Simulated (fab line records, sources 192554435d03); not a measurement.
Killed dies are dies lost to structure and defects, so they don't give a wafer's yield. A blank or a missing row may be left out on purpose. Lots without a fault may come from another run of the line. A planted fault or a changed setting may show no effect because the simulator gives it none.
Chamber matching | flow n5_finfet | N5_BEOL_M11_ALD_74 on ald_metal-01: 4 sister chambers
The step deposits TaN, target thk 2 nm, pulse time 2 s, purge time 3 s. 8 wafers are shown with their chamber, then 10 later ones without.

WAFERS WITH THEIR CHAMBER
wafer  | chamber | heater_power_w (W) | susceptor_temp_C (C)
L079.4 | 1       | 554                | 274.94
L084.5 | 1       | 554                | 275.18
L084.6 | 3       | 375                | 274.58
L085.1 | 2       | 464                | 275.13
L085.4 | 0       | 397                | 275.66
L085.5 | 3       | 393                | 274.90
L088.2 | 0       | 395                | 274.98
L088.3 | 2       | 473                | 275.05

WAFERS WITHOUT THEIR CHAMBER
wafer  | heater_power_w (W) | susceptor_temp_C (C)
L088.5 | 549                | 274.72
L089.1 | 470                | 274.89
L089.3 | 396                | 274.63
L089.4 | 545                | 275.01
L090.4 | 537                | 275.01
L090.5 | 464                | 275.08
L090.6 | 548                | 274.98
L094.1 | 396                | 275.17
L094.2 | 385                | 275.36
L094.3 | 476                | 274.87

WHICH CHAMBER EACH WENT THROUGH
wafer  | from the rows above     | in truth
L088.5 | 1                       | 1
L089.1 | 2                       | 2
L089.3 | can't be placed: 3 or 0 | 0
L089.4 | 1                       | 1
L090.4 | 1                       | 1
L090.5 | 2                       | 2
L090.6 | 1                       | 1
L094.1 | can't be placed: 0 or 3 | 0
L094.2 | can't be placed: 0 or 3 | 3
L094.3 | 2                       | 2
Placed correctly: 7 of 10. Can't be placed from these rows: 3 (the true chamber is among the candidates in 3). Placed wrongly: 0.
How it was worked out, from the rows above alone: a wafer's distance from a chamber is the root of the sum, over the readings, of the square of ((its reading less the chamber's mean) divided by the reading's scatter). The wafer belongs to the nearest chamber; if the next one is less than 2 further off, it can't be placed. A chamber's mean is the mean of its shown wafers. The scatter: the root of (the sum of the squares of (reading less its chamber's mean) over the shown wafers, divided by (wafers less chambers)).
